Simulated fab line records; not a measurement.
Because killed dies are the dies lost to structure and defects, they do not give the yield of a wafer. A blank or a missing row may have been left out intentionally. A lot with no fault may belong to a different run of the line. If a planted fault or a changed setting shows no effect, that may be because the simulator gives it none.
fab line records -- flow nand-harc
[record] lots = 13, wafers = 39, last-day = 24
route steps=1159 shown A_ZERO_WELL@404 A_SOURCE_PLATE@416 A_ONON_D1@424 END@1159
lots with no fault: from the same line, run without faults
start-h: hours from the record's first day to the start of the lot's first wafer shown -- wait-h: hours from the lot's prior step to this one -- " same as the row above -- L1.1+2: several wafers, shown together as one row -- - no value present, or no start provided -- * or withheld: withheld -- < > ~ a bound
route shown NAME@n: NAME is a module with steps in the file, n the number in the route of the first one -- usual: the fault-free wafers' mean and standard deviation -- same: alike in all rows -- chamber/n: place in a boat -- sites: readings site by site -- _std_site: standard deviation across them -- _edge_site: the outer-site mean with the inner-site mean subtracted -- radius-mm: how far each site lies from the wafer's centre -- mask NAME#n: copy n -- behind: the tool/chamber that last shaped the wafer -- hold: cause of the lot's hold/its duration in hours/its outcome -- device: the transistor (n, p or np) that didn't switch -- end of line: at the end of the route, the tests of the same wafers -- a step given without rows: its recipe and nothing more -- killed: the dies lost at the first sort to structure and to defects; this is not the yield of the wafer -- map: dies across one wafer; x = killed, . = not, _ = none there
set.NAME: setting as actually run; set.NAME@STEP: the setting as run at that earlier step -- model.NAME: the simulator's own value behind a step, which no gauge read
a sample of lots followed through the steps of the route, with each step as a table and each wafer as a row
services: a tool's chamber out of use, with start hour (start-h, from the record's first day; less than 0 if before it), hours out, and reason
[[steps]]
[step NHARC_A_ZERO_WELL_ETCH_19]
[recipe] target-depth-a = 800, overetch-a = 240, time-s = 87.88, ion-energy-ev = 200, n2-flow-sccm = 150, h2-flow-sccm = 150, ar-flow-sccm = 0, rf-w = 400, bias-w = 150, chemistry = N2/H2
[usual] drypump-motor-current-A = 5.6/0.48, oes-product-au = 0.996/0.008, rf-vpp-V = 429.0/2.5, showerhead-plenum-p-Torr = 1.99/0.082, throttle-valve-pct = 14.172/0.0094
[same] time-s = 87.88
lot.wafer,tool,chamber,start-h,wait-h,drypump-motor-current-A,oes-product-au,rf-hours-counter-h,rf-vpp-V,showerhead-plenum-p-Torr,throttle-valve-pct
L122.4,rie-diel-09,2,140.04,0.1,6.4,0.994,3,426.5,1.93,14.156
L122.2,rie-diel-09,1,140.04,0.1,5.1,0.995,2,431.6,2.12,14.176
L122.6,rie-diel-09,3,140.04,0.1,6.2,0.993,-,429.7,1.98,14.176
L124.2,rie-diel-12,0,150.70,0.1,5.5,1.013,8,428.1,1.95,14.179
L124.3,rie-diel-12,1,150.70,0.1,5.8,0.999,8,427.8,2.01,14.176
L124.6,rie-diel-12,3,150.70,0.1,5.0,1.001,-,430.5,2.02,14.184
L128.2,rie-diel-12,2,162.45,0.1,5.3,0.986,8,426.7,1.92,14.172
L128.6,rie-diel-12,2,162.45,0.1,5.3,0.990,-,425.8,1.92,14.166
L128.5,rie-diel-12,3,162.45,0.1,5.0,0.986,-,431.0,2.02,14.177
L130.2,rie-diel-09,1,176.89,0.1,5.1,1.004,5,432.9,2.12,14.175
L130.3,rie-diel-09,0,176.89,0.1,5.2,0.993,5,428.1,1.96,14.177
L130.6,rie-diel-09,1,176.89,0.1,5.1,1.005,-,433.7,2.12,14.169
L136.2,rie-diel-04,1,212.28,0.1,5.1,0.990,12,427.4,1.99,14.178
L136.6,rie-diel-04,3,212.28,0.1,6.4,1.003,-,426.2,1.91,14.173
L136.5,rie-diel-04,0,212.28,0.1,5.9,0.998,-,433.6,2.16,14.172
L138.2,rie-diel-04,3,231.30,0.1,6.4,1.001,13,427.5,1.90,14.162
L138.5,rie-diel-04,3,231.30,0.1,6.4,0.998,-,426.4,1.90,14.183
L138.6,rie-diel-04,0,231.30,0.1,5.9,0.996,-,434.3,2.16,14.186
L137.1,rie-diel-04,3,231.96,0.1,6.4,0.995,13,427.1,1.90,14.189
L137.2,rie-diel-04,0,231.96,0.1,5.9,0.986,13,433.0,2.16,14.157
L137.6,rie-diel-04,2,231.96,0.1,5.7,1.002,-,427.0,1.90,14.170
L139.2,rie-diel-04,2,239.08,0.1,5.7,1.000,13,426.3,1.90,14.165
L139.3,rie-diel-04,3,239.08,0.1,6.4,1.003,13,426.0,1.90,14.177
L139.6,rie-diel-04,3,239.08,0.1,6.3,0.996,-,425.0,1.90,14.173
L140.3,rie-diel-04,0,240.19,0.1,5.9,0.979,14,433.5,2.16,14.174
L140.2,rie-diel-04,3,240.19,0.1,6.4,1.004,13,426.4,1.90,14.181
L140.6,rie-diel-04,1,240.19,0.1,5.1,0.985,-,428.5,1.99,14.184
L142.4,rie-diel-04,3,248.70,0.1,6.4,1.001,14,426.5,1.90,14.171
L142.3,rie-diel-04,0,248.70,0.1,5.9,0.991,14,435.3,2.16,14.154
L142.5,rie-diel-04,3,248.70,0.1,6.3,0.998,-,425.4,1.90,14.188
L141.3,rie-diel-12,1,248.84,0.1,5.8,1.003,2,430.6,2.01,14.177
L141.2,rie-diel-12,3,248.84,0.1,5.0,0.994,3,430.8,2.02,14.176
L141.5,rie-diel-12,1,248.84,0.1,5.8,1.014,-,429.6,2.01,14.179
L144.3,rie-diel-09,1,269.45,0.1,5.1,1.006,0,432.4,2.11,14.183
L144.5,rie-diel-09,1,269.45,0.1,5.2,0.997,-,433.0,2.11,14.183
L144.6,rie-diel-09,2,269.45,0.1,6.4,0.989,-,426.5,1.92,14.154
L145.2,rie-diel-12,3,282.32,0.1,5.0,1.004,6,430.4,2.02,14.165
L145.5,rie-diel-12,1,282.32,0.1,5.8,1.005,-,430.6,2.01,14.182
L145.6,rie-diel-12,2,282.32,0.1,5.3,0.981,-,426.2,1.91,14.173
[step NHARC_A_ZERO_WELL_RTA_16]
[recipe] temp-c = 1000, time-s = 10
[usual] lamp-power-pct = 28.7/0.83, lamp_zone_2_pct = 28.7/0.83, wafer_temp_C_max = 1004.3/1
[same] time-s = 10
lot.wafer,tool,chamber,start-h,wait-h,lamp-power-pct,lamp_zone_2_pct,wafer_temp_C_max
L122.2,rtp-anneal-02,0,141.10,-,29.3,29.3,1004.0
L122.4,rtp-anneal-02,0,141.10,-,29.3,29.3,1003.7
L122.6,rtp-anneal-02,0,141.10,-,29.3,29.3,1004.0
L124.2,rtp-anneal-01,0,151.76,-,27.6,27.6,1005.5
L124.3,rtp-anneal-01,0,151.76,-,27.6,27.6,1005.6
L124.6,rtp-anneal-01,0,151.76,-,27.6,27.6,1005.0
L128.2,rtp-anneal-02,0,163.52,-,29.3,29.4,1004.4
L128.5,rtp-anneal-02,0,163.52,-,29.4,29.3,1003.6
L128.6,rtp-anneal-02,0,163.52,-,29.3,29.3,1002.4
L130.2,rtp-anneal-01,0,177.93,-,27.6,27.5,1005.1
L130.3,rtp-anneal-01,0,177.93,-,27.6,27.6,1005.0
L130.6,rtp-anneal-01,0,177.93,-,27.6,27.5,1004.9
L136.2,rtp-anneal-01,0,213.33,-,27.6,27.6,1005.1
L136.5,rtp-anneal-01,0,213.33,-,27.6,27.6,1005.8
L136.6,rtp-anneal-01,0,213.33,-,27.6,27.6,1006.5
L138.2,rtp-anneal-01,0,232.41,-,27.6,27.6,1006.2
L138.5,rtp-anneal-01,0,232.41,-,27.6,27.5,1005.9
L138.6,rtp-anneal-01,0,232.41,-,27.6,27.6,1006.8
L137.1,rtp-anneal-02,0,232.98,-,29.4,29.3,1005.0
L137.2,rtp-anneal-02,0,232.98,-,29.3,29.3,1004.6
L137.6,rtp-anneal-02,0,232.98,-,29.3,29.3,1004.8
L139.2,rtp-anneal-02,0,240.13,-,29.3,29.3,1004.2
L139.3,rtp-anneal-02,0,240.13,-,29.3,29.3,1003.8
L139.6,rtp-anneal-02,0,240.13,-,29.4,29.3,1003.7
L140.2,rtp-anneal-01,0,241.53,-,27.6,27.6,1006.7
L140.3,rtp-anneal-01,0,241.53,-,27.6,27.6,1004.3
L140.6,rtp-anneal-01,0,241.53,-,27.6,27.6,1004.2
L142.3,rtp-anneal-02,0,249.81,-,29.3,29.3,1004.1
L142.4,rtp-anneal-02,0,249.81,-,29.3,29.3,1004.8
L142.5,rtp-anneal-02,0,249.81,-,29.3,29.3,1004.6
L141.2,rtp-anneal-02,0,249.95,-,29.3,29.3,1002.3
L141.3,rtp-anneal-02,0,249.95,-,29.3,29.3,1002.4
L141.5,rtp-anneal-02,0,249.95,-,29.3,29.3,1002.6
L144.3,rtp-anneal-02,0,270.53,-,29.3,29.3,1002.4
L144.5,rtp-anneal-02,0,270.53,-,29.3,29.3,1004.4
L144.6,rtp-anneal-02,0,270.53,-,29.3,29.3,1004.8
L145.2,rtp-anneal-01,0,283.54,-,27.6,27.6,1003.4
L145.5,rtp-anneal-01,0,283.54,-,27.6,27.6,1005.9
L145.6,rtp-anneal-01,0,283.54,-,27.6,27.6,1003.3
[step NHARC_A_SOURCE_PLATE_THK_MEAS_09]
[recipe] thk-meas-gauge = ellipsometry
[usual] thk-nm = 9.7/1.1
lot.wafer,tool,chamber,start-h,wait-h,thk-nm
L122.2,film-metro-02,-,150.38,0.4,8.4
L122.4,film-metro-02,-,150.38,0.4,8.8
L122.6,film-metro-02,-,150.38,0.4,8.5
L124.2,film-metro-02,-,159.11,0.4,10.1
L124.3,film-metro-02,-,159.11,0.4,8.5
L124.6,film-metro-02,-,159.11,0.4,9.8
L128.2,film-metro-02,-,171.12,0.4,9.5
L128.5,film-metro-02,-,171.12,0.4,10.1
L128.6,film-metro-02,-,171.12,0.4,10.0
L130.2,film-metro-01,-,183.33,0.4,8.7
L130.3,film-metro-01,-,183.33,0.4,10.7
L130.6,film-metro-01,-,183.33,0.4,10.5
L136.2,film-metro-02,-,220.56,0.4,10.2
L136.5,film-metro-02,-,220.56,0.4,9.5
L136.6,film-metro-02,-,220.56,0.4,10.6
L137.1,film-metro-01,-,239.98,0.4,9.2
L137.2,film-metro-01,-,239.98,0.4,10.0
L137.6,film-metro-01,-,239.98,0.4,7.9
L138.2,film-metro-02,-,239.98,0.4,9.3
L138.5,film-metro-02,-,239.98,0.4,11.0
L138.6,film-metro-02,-,239.98,0.4,10.1
L139.2,film-metro-01,-,247.76,0.4,10.9
L139.3,film-metro-01,-,247.76,0.4,8.8
L139.6,film-metro-01,-,247.76,0.4,8.8
L140.2,film-metro-02,-,247.76,0.4,8.5
L140.3,film-metro-02,-,247.76,0.4,9.7
L140.6,film-metro-02,-,247.76,0.4,8.3
L141.2,film-metro-01,-,257.99,0.4,8.7
L141.3,film-metro-01,-,257.99,0.4,11.1
L141.5,film-metro-01,-,257.99,0.4,7.4
L142.3,film-metro-02,-,257.99,0.4,9.0
L142.4,film-metro-02,-,257.99,0.4,8.3
L142.5,film-metro-02,-,257.99,0.4,10.6
L144.3,film-metro-02,-,275.42,0.4,8.9
L144.5,film-metro-02,-,275.42,0.4,9.7
L144.6,film-metro-02,-,275.42,0.4,11.1
L145.2,film-metro-02,-,290.65,0.4,10.5
L145.5,film-metro-02,-,290.65,0.4,13.8
L145.6,film-metro-02,-,290.65,0.4,9.7
[step NHARC_A_ONON_D1_DEP_00]
[recipe] target-thk-a = 10000, n2-flow-sccm = 2750, n2o-flow-sccm = 2000, nh3-flow-sccm = 500, sih4-flow-sccm = 210, temp-c = 400
lot.wafer,tool,chamber,start-h,wait-h
L122.2+4+6,pecvd-onon-02,0,163.91,0.1
L124.2+3+6,pecvd-onon-02,0,172.31,0.1
L128.2+5+6,pecvd-onon-03,0,184.30,0.1
L130.2+3+6,pecvd-onon-03,0,196.66,0.1
L136.2+5+6,pecvd-onon-02,0,234.01,0.1
L137.1+2+6,pecvd-onon-02,0,253.35,0.1
L138.2+5+6,pecvd-onon-01,0,253.41,0.1
L139.2+3+6,pecvd-onon-01,0,261.74,0.1
L140.2+3+6,pecvd-onon-03,0,261.74,0.1
L141.2+3+5,pecvd-onon-02,0,271.57,0.1
L142.3+4+5,pecvd-onon-03,0,271.63,0.2
L144.3+5+6,pecvd-onon-03,0,288.47,0.2
L145.2+5+6,pecvd-onon-03,0,303.84,0.1
[step NHARC_A_ONON_D1_THK_MEAS_02]
[recipe] thk-meas-gauge = ellipsometry
[usual] thk-nm = 998/9.3
lot.wafer,tool,chamber,start-h,wait-h,thk-nm
L122.2,film-metro-01,-,164.37,-,997
L122.4,film-metro-01,-,164.37,-,997
L122.6,film-metro-01,-,164.37,-,997
L124.2,film-metro-02,-,172.77,-,989
L124.3,film-metro-02,-,172.77,-,992
L124.6,film-metro-02,-,172.77,-,990
L128.2,film-metro-02,-,184.75,-,1661
L128.5,film-metro-02,-,184.75,-,1003
L128.6,film-metro-02,-,184.75,-,1004
L130.2,film-metro-01,-,197.12,-,1644
L130.3,film-metro-01,-,197.12,-,1644
L130.6,film-metro-01,-,197.12,-,984
L136.2,film-metro-01,-,234.46,-,1009
L136.5,film-metro-01,-,234.46,-,1010
L136.6,film-metro-01,-,234.46,-,1009
L137.1,film-metro-02,-,253.86,-,1000
L137.2,film-metro-02,-,253.86,-,1003
L137.6,film-metro-02,-,253.86,-,1001
L138.2,film-metro-01,-,253.86,-,998
L138.5,film-metro-01,-,253.86,-,1000
L138.6,film-metro-01,-,253.86,-,1001
L139.2,film-metro-01,-,262.19,-,991
L139.3,film-metro-01,-,262.19,-,990
L139.6,film-metro-01,-,262.19,-,991
L140.2,film-metro-02,-,262.19,-,994
L140.3,film-metro-02,-,262.19,-,995
L140.6,film-metro-02,-,262.19,-,996
L142.3,film-metro-01,-,272.03,-,984
L142.4,film-metro-01,-,272.03,-,986
L142.5,film-metro-01,-,272.03,-,986
L141.2,film-metro-02,-,272.03,-,1000
L141.3,film-metro-02,-,272.03,-,1003
L141.5,film-metro-02,-,272.03,-,1003
L144.3,film-metro-02,-,288.86,-,1000
L144.5,film-metro-02,-,288.86,-,1000
L144.6,film-metro-02,-,288.86,-,1001
L145.2,film-metro-02,-,304.30,-,1018
L145.5,film-metro-02,-,304.30,-,1019
L145.6,film-metro-02,-,304.30,-,1018
[step NHARC_END_SORT_01]
[recipe] temp-c = 25
[usual] killed-at-array = 21/8.9, killed-at-other = 0.8/1.3, killed-at-periphery = 3.6/2.4, killed-dies = 26/8.9, killed-open = 3.1/1.8, killed-short = 1.9/1.3
[same] gross-dies = 677
lot.wafer,tool,chamber,start-h,wait-h,killed-at-array,killed-at-other,killed-at-periphery,killed-dies,killed-open,killed-short
L128.2,prober-01,0,454.86,2.8,675,0,2,677,0,2
L128.5,prober-01,0,457.30,3.8,14,0,2,16,1,0
L128.6,prober-01,0,458.11,4.1,29,2,6,37,5,3
L130.2,prober-02,0,485.81,2.8,666,1,10,677,11,5
L130.3,prober-02,0,486.60,3.1,668,0,9,677,3,3
L130.6,prober-02,0,488.98,4.0,35,1,6,42,4,0
// killed by level:class
L128.2 A_ONON_D1:area-dep=661 A_SLIT:chamber-film-flake=6 A_CONTACT:chamber-film-flake=3 P_M1:chamber-film-flake=2 A_CHANNEL_HOLE_D1:chamber-film-flake=2 A_SOURCE_PLATE:geometric-particle:short=1 A_CHANNEL_FILL_D1:geometric-particle:short=1 A_STAIRCASE:chamber-film-flake=1
L128.5 A_CHANNEL_HOLE_D1:chamber-film-flake=4 A_SLIT:chamber-film-flake=4 A_STAIRCASE:chamber-film-flake=3 A_CONTACT:chamber-film-flake=2 A_ONON_D1:geometric-particle:open=1 P_ZERO_WELL:chamber-film-flake=1 P_M1:chamber-film-flake=1
L128.6 A_SLIT:chamber-film-flake=10 A_CONTACT:chamber-film-flake=6 A_STAIRCASE:chamber-film-flake=4 A_SOURCE_PLATE:geometric-particle:open=3 P_STI:chamber-film-flake=2 P_GATE:chamber-film-flake=2 P_M1:chamber-film-flake=2 THIN_TSV:chamber-film-flake=2
L130.2 A_ONON_D1:area-dep=619 A_CHANNEL_HOLE_D1:chamber-film-flake=17 A_SLIT:chamber-film-flake=11 P_M0:chamber-film-flake=4 A_CHANNEL_FILL_D1:geometric-particle:open=3 P_GATE:chamber-film-flake=3 A_ZERO_WELL:chamber-film-flake=3 P_M2:geometric-particle:open=2
L130.3 A_ONON_D1:area-dep=631 A_CHANNEL_HOLE_D1:chamber-film-flake=20 P_M0:chamber-film-flake=6 A_SLIT:chamber-film-flake=5 A_M0:chamber-film-flake=3 P_GATE:chamber-film-flake=2 A_CONTACT:chamber-film-flake=2 P_M0:geometric-particle:short=1
L130.6 A_CHANNEL_HOLE_D1:chamber-film-flake=11 A_SLIT:chamber-film-flake=10 A_CONTACT:chamber-film-flake=5 A_M0:chamber-film-flake=5 P_M0:chamber-film-flake=4 A_M0:geometric-particle:open=2 P_GATE:geometric-particle:open=1 A_CONTACT:geometric-particle:open=1
[[services]]
tool,chamber,start-h,hours,kind
rie-diel-04,0,120.94,-,clean
rie-diel-04,1,120.94,-,clean
rie-diel-04,2,120.94,-,clean
rie-diel-04,3,120.94,-,clean
rie-diel-04,0,145.44,-,clean
rie-diel-04,1,145.44,-,clean
rie-diel-04,2,145.44,-,clean
rie-diel-04,3,145.44,-,clean
rie-diel-12,-,151.29,0.3,repair
pecvd-onon-03,-,153.21,13.0,pm
rie-diel-04,2,183.10,4.2,repair
rie-diel-12,1,186.84,4.1,repair
pecvd-onon-01,-,195.00,13.0,pm
rie-diel-04,2,195.37,6.4,repair
rie-diel-12,-,202.40,9.0,pm
rie-diel-04,2,209.85,3.1,repair
rie-diel-12,3,241.35,4.5,repair
rie-diel-09,1,251.15,1.3,repair
rie-diel-09,-,254.10,9.0,pm
rie-diel-04,-,288.98,9.0,pm
pecvd-onon-02,-,292.00,13.0,pm
rie-diel-09,3,297.50,4.9,repair
rtp-anneal-02,-,300.28,12.0,pm
rie-diel-12,-,304.08,0.4,repair
[[key]]
[first-sign] step = NHARC_A_ONON_D1_THK_MEAS_02, reading = thk-nm, direction = up, sigmas = 70, usual = 998, struck = 1650
[effect] step = NHARC_END_SORT_01, reading = killed-dies, direction = up, sigmas = 73, usual = 26, struck = 677
[more-kills-born-at] NHARC_A_ONON_D1_DEP_00@pecvd-onon-03 = 1911
met-at NHARC_A_ONON_D1_DEP_00
struck-lots L128,L130
struck-wafers L128.2,L130.2,L130.3
later-rows-left-out L128.2,L130.2,L130.3
tester-left-out L128,L130
not-acting-at NHARC_A_ZERO_WELL_ETCH_19,NHARC_A_ZERO_WELL_RTA_16,NHARC_A_SOURCE_PLATE_THK_MEAS_09
[fault] kind = process-parameter-drift, tool = pecvd-onon-03, chamber = -, onset-h = 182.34, steps = NHARC_A_ONON_D1_DEP_00, channel = target-thk-a, offset = *, shape = step, end-h = 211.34, scope = struck-wafers-only, acts-in = *, stated = *
// tester-left-out: of these lots the tester's yield and bins aren't shown, on N5 and GAA mostly nor the transistor test; their killed dies are dies lost to structure and defects alone, not to doping, threshold or leakage, so they don't give the yield
// later-rows-left-out: the simulator's readings of these wafers behind a module that went badly wrong aren't trusted and aren't shown, but for the sort
